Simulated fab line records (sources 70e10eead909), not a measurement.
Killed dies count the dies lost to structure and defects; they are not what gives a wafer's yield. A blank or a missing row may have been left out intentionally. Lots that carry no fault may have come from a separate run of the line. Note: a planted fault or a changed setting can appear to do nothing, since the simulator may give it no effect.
A struck lot beside a sound one | flow nand-harc | 13 steps out of a route of 1159
Sound: the wafers L565.1, L565.2, L565.6. The struck wafers were L553.1, L553.2, L553.6. The cause is given at the end.
For every step that has rows: the tool of each side, followed by ch and its chambers, followed by its first start. Under that, the readings that differ: sound wafers | struck wafers | difference of the means | sigmas: that difference in standard deviations of wafers without a fault.
alike: same words and numbers on both sides, and readings whose means sit less than 2 such deviations apart. not compared: any withheld reading, any reading some wafer has no value for, any bound like >300 that may hide the same value, and any number with overlapping values for which the record gives no deviation.
A row with sigmas, a row that says differs or no value, or rows on one side alone: a step with any of these is where the two part. Non-overlapping numbers with no deviation appear without sigmas and do not part them. A reading missing from all wafers of one side parts the sides only when that side holds two or more wafers.

NHARC_P_GATE_STRIP_101: strips in O2, time 20 s.
  sound on rie-diel-06 ch 0,3, day 9 11:20; struck on rie-diel-11 ch 2,3, day 6 10:53
  alike: drypump-motor-current-A, oes-product-au, rf-vpp-V, showerhead-plenum-p-Torr, throttle-valve-pct
  not compared: rf-hours-counter-h
then, 11 steps without rows for these wafers: NHARC_P_GATE_PRECLEAN_97 (cleans in SPM, time 600 s); NHARC_P_GATE_SRD_98; NHARC_P_GATE_PRECLEAN_99 (cleans in SC1); NHARC_P_GATE_SRD_100; NHARC_P_GATE_DEHYDRATE_38 (time 120 s); NHARC_P_GATE_HMDS_39 (time 30 s); NHARC_P_GATE_COAT_40; NHARC_P_GATE_SOFTBAKE_41 (time 95 s); NHARC_P_GATE_EBR_42; NHARC_P_GATE_EXPOSE_43 (exposes mask P NSD, target cd 720 nm); NHARC_P_GATE_PEB_44 (peb time 85 s).
NHARC_P_GATE_DEVELOP_45: time 70 s.
  sound on litho-track-05 ch 0, day 9 12:00; struck on litho-track-05, day 6 11:00
  no value came back on the struck wafers for chill-plate-temp-C (C), exhaust-pa (Pa); on the sound wafers chill-plate-temp-C (C) reads 23.01 23.13 22.93

## WHERE THEY PART
Only at NHARC_P_GATE_DEVELOP_45, as far as this record shows.

WHY: what the simulator had put in
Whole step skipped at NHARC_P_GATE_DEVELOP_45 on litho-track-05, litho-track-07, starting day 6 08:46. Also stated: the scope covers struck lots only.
